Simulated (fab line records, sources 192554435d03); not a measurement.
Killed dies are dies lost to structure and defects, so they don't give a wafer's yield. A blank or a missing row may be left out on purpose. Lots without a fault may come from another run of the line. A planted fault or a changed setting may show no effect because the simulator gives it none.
Split-lot experiment | flow n5_finfet | 7 lots, 21 wafers read, on a route of 1938 steps

THE SPLIT
At N5_SDB_COAT_05 (resist thk 90 nm), the setting spin_rpm was moved away from the recipe's 1500 rpm on 6 of the 21 wafers read, by -9.8% to -2.9%. The other wafers ran this setting at the recipe's value.

FROM THE SPLIT TO THE READING: what the file shows between them, 6 steps
- N5_SDB_EBR_07
- N5_SDB_SOFTBAKE_06: time 60 s
- N5_SDB_EXPOSE_08: exposes mask SDB
- N5_SDB_PEB_09: peb time 60 s
- N5_SDB_DEVELOP_10: develop time 30 s
- N5_SDB_DESCUM_16: chemistry O2, time 7.9 s

THE READING
CAR-ArF_of_SDB_COAT_05.thk_nm (the simulator's own value, which no gauge read), in nm, at N5_SDB_ETCH_17 (etches SiARC in CF4, target depth 23.4 nm, time 39 s). The file gives no usual value for it. The 15 wafers here that ran the recipe average 66.6 nm, standard deviation 0.37 nm.

wafer  | tool, chamber at the split | spin_rpm as run, rpm | against the recipe | CAR-ArF_of_SDB_COAT_05.thk_nm, nm | against lot-mates on the recipe
L077.4 | litho_track-04, 0          | 1500                 | recipe             | 66.8                              | -
L077.6 | litho_track-04, 0          | 1500                 | recipe             | 66.8                              | -
L077.5 | litho_track-04, 0          | 1500                 | recipe             | 66.6                              | -
L084.1 | litho_track-01, 0          | 1500                 | recipe             | 66.8                              | -
L084.5 | litho_track-01, 0          | 1457                 | -2.9%              | 68                                | +1.1
L084.6 | litho_track-01, 0          | 1500                 | recipe             | 67                                | -
L085.1 | litho_track-05, 0          | 1386                 | -7.6%              | 70.6                              | +3.8
L085.3 | litho_track-05, 0          | 1500                 | recipe             | 66.8                              | -
L085.6 | litho_track-05, 0          | 1500                 | recipe             | 66.8                              | -
L087.1 | litho_track-05, 0          | 1353                 | -9.8%              | 71.8                              | +5.0
L087.3 | litho_track-05, 0          | 1353                 | -9.8%              | 72                                | +5.2
L087.5 | litho_track-05, 0          | 1500                 | recipe             | 66.8                              | -
L090.1 | litho_track-05, 0          | 1500                 | recipe             | 65.8                              | -
L090.2 | litho_track-05, 0          | 1500                 | recipe             | 66                                | -
L090.3 | litho_track-05, 0          | 1500                 | recipe             | 66                                | -
L091.1 | litho_track-04, 0          | 1500                 | recipe             | 67                                | -
L091.2 | litho_track-04, 0          | 1430                 | -4.7%              | 69.2                              | +2.2
L091.4 | litho_track-04, 0          | 1430                 | -4.7%              | 69.4                              | +2.4
L093.2 | litho_track-01, 0          | 1500                 | recipe             | 66.4                              | -
L093.3 | litho_track-01, 0          | 1500                 | recipe             | 66.4                              | -
L093.4 | litho_track-01, 0          | 1500                 | recipe             | 66.4                              | -

THE FIT
A straight line over all 21 wafers: CAR-ArF_of_SDB_COAT_05.thk_nm changes by -0.547 nm for each +1% of spin_rpm; r = -0.98; the points scatter about the line by 0.34 nm.
The same after taking each lot's own level away (the mean of its wafers on the recipe; 21 wafers): -0.512 nm for each +1%; r = -1.00; scatter 0.12 nm.
On that fit, the largest move of spin_rpm shifts the reading by 5 nm.
The lots' own levels span 65.93 to 67.00 nm, that is 2.9 times the standard deviation above.
So the lot-to-lot level changes the slope little: the two slopes agree.
Check: with one of the wafers moved furthest among these (-9.8%) left out of the fit, the line predicts +4.99 nm for it against its lot-mates. It came out at +5 nm against them.

THE WHOLE CHAIN: every reading that the file lists as answering this split, in the file's order
step              | what it does                                         | reading                                                                        | change (the file's fit)               | r (the file's)
N5_SDB_COAT_05    | resist thk 90 nm                                     | CAR-ArF_of_SDB_COAT_05.thk_nm (the simulator's own value, which no gauge read) | -0.484 nm for each +1% of the setting | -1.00
N5_SDB_DEVELOP_10 | develop time 30 s                                    | CAR-ArF_of_SDB_COAT_05.thk_nm (the simulator's own value, which no gauge read) | -0.504 nm for each +1% of the setting | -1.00
N5_SDB_DESCUM_16  | chemistry O2, time 7.9 s                             | CAR-ArF_of_SDB_COAT_05.thk_nm (the simulator's own value, which no gauge read) | -0.491 nm for each +1% of the setting | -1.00
N5_SDB_ETCH_17    | etches SiARC in CF4, target depth 23.4 nm, time 39 s | CAR-ArF_of_SDB_COAT_05.thk_nm (the simulator's own value, which no gauge read) | -0.505 nm for each +1% of the setting | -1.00

THE FILE'S OWN FIT
CAR-ArF_of_SDB_COAT_05.thk_nm changes by -0.505 nm for each +1% of spin_rpm, r = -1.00.
